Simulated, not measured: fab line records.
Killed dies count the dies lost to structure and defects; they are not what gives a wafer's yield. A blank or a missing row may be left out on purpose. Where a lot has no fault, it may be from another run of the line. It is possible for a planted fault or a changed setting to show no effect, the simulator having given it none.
Matching of chambers	flow nand harc	rie diel-04 running NHARC_HYBRID_BOND_ACTIVATE_00: 4 sister chambers
The step chemistry N2, time 60 s. 36 wafers are shown with their chamber, then 12 later ones without.

## WAFERS PAIRED WITH THEIR CHAMBERS
wafer	chamber	showerhead plenum p Torr (Torr)	drypump motor current A (A)	rf vpp V (V)
L075.3	0	1.65	5.8	64.2
L075.4	2	1.84	5.5	65.5
L075.6	1	1.76	5.7	64.9
L077.2	1	1.76	5.7	64.9
L077.3	3	1.66	6.3	64.4
L077.5	3	1.66	6.3	63.3
L080.3	3	1.66	6.3	63.5
L080.5	0	1.65	5.8	62.8
L080.6	3	1.66	6.3	63.2
L079.2	3	1.66	6.3	62.6
L079.5	2	1.84	5.5	63.9
L079.6	3	1.66	6.3	62.3
L082.1	3	1.66	6.3	63.3
L082.4	0	1.65	5.8	63.4
L082.6	1	1.76	5.7	64.0
L081.2	3	1.66	6.3	63.9
L081.3	2	1.84	5.5	64.9
L081.5	0	1.65	5.8	64.8
L084.1	3	1.66	6.3	64.7
L084.3	0	1.65	5.8	63.5
L084.5	3	1.65	6.3	63.6
L085.2	0	1.65	5.8	63.1
L085.4	1	1.76	5.7	61.6
L085.6	0	1.65	5.8	64.1
L086.1	1	1.76	5.7	65.2
L086.3	3	1.65	6.3	61.6
L086.4	1	1.76	5.7	63.8
L088.1	0	1.65	5.7	63.4
L088.2	1	1.76	5.7	65.3
L088.5	3	1.65	6.3	64.3
L087.2	0	1.65	5.8	63.7
L087.4	1	1.76	5.7	64.3
L087.6	3	1.65	6.3	62.1
L089.4	1	1.76	5.7	65.5
L089.5	3	1.65	6.3	64.2
L089.6	0	1.65	5.8	64.3

SIGNATURES (averages over the wafers above)
reading	chamber 0	chamber 1	chamber 2	chamber 3	scatter within a chamber
showerhead plenum p Torr	1.6500	1.7600	1.8400	1.6564	0.00317
drypump motor current A	5.790	5.700	5.500	6.300	0.0168
rf vpp V	63.730	64.389	64.767	63.357	0.926
Rule: for each reading, subtract the chamber's mean from the wafer's reading, divide by that reading's scatter and square the result; add these up over the readings and take the root, which gives the wafer's distance from the chamber. The wafer belongs to the nearest chamber; if the next one is less than 2 further off, it can't be placed. The scatter is the square root of a quotient: the sum, over the shown wafers, of each reading's squared deviation from its chamber's mean, divided by wafers minus chambers.

## WAFERS WITHOUT THEIR CHAMBER
wafer	showerhead plenum p Torr (Torr)	drypump motor current A (A)	rf vpp V (V)
L090.1	1.65	6.3	64.0
L090.4	1.65	6.3	63.1
L090.5	1.76	5.7	63.9
L092.1	1.76	5.8	63.3
L092.2	1.65	5.8	63.4
L092.6	1.65	5.8	62.5
L095.2	1.65	6.3	62.7
L095.3	1.65	5.8	62.4
L095.6	1.65	6.3	63.5
L097.3	1.65	5.8	62.0
L097.4	1.84	5.5	65.3
L097.6	1.64	5.8	63.7

## THE CHAMBER EACH PASSED THROUGH
wafer	from the rows above	in truth
L090.1	3	3
L090.4	3	3
L090.5	1	1
L092.1	1	1
L092.2	0	0
L092.6	0	0
L095.2	3	3
L095.3	0	0
L095.6	3	3
L097.3	0	0
L097.4	2	2
L097.6	0	0
12 of 12 placed correctly. Not placeable from these rows: 0. Placed wrongly: 0.
